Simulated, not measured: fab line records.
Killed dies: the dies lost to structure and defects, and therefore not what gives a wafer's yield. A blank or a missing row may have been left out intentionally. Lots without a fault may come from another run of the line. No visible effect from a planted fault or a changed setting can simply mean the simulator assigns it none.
Chamber matching    flow nandHarc    pecvd-04 running NHARC_A_M0_DEP_32: 3 sister chambers
The step deposits SiCN, target thk 30 nm. 3 wafers are shown with their chamber, then 8 later ones without.

== WAFERS, EACH WITH ITS CHAMBER ==
wafer   chamber  heaterPowerW (W)
L648.1  0        530
L648.2  1        618
L650.1  2        674

== WAFERS WHOSE CHAMBER IS MISSING ==
wafer   heaterPowerW (W)
L650.4  496
L650.5  570
L654.1  640
L654.4  638
L654.5  533
L655.1  627
L655.2  688
L655.4  593

== WHICH CHAMBER EACH WENT THROUGH ==
wafer    from the rows above       in truth
L650.4   0                         0
L650.5   can't be placed: 0 or 1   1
L654.1   can't be placed: 1 or 2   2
L654.4   can't be placed: 1 or 2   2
L654.5   0                         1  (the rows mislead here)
L655.1   can't be placed: 1 or 2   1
L655.2   2                         2
L655.4   can't be placed: 1 or 0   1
Placed correctly: 2 of 8. Cannot be placed on the basis of these rows: 5; the candidates contain the true chamber in 5. Placed wrongly: 1.
How it was worked out, from the rows above alone: a wafer's distance from a chamber is the root of the sum, over the readings, of the square of ((its reading less the chamber's mean) divided by the reading's scatter). The wafer belongs to the nearest chamber; if the next one is less than 2 further off, it can't be placed. Each chamber's mean is taken over the wafers shown for it. The scatter (one wafer shown for each chamber): square how far every hidden wafer sits from the nearest shown wafer, average those squares and take the square root.
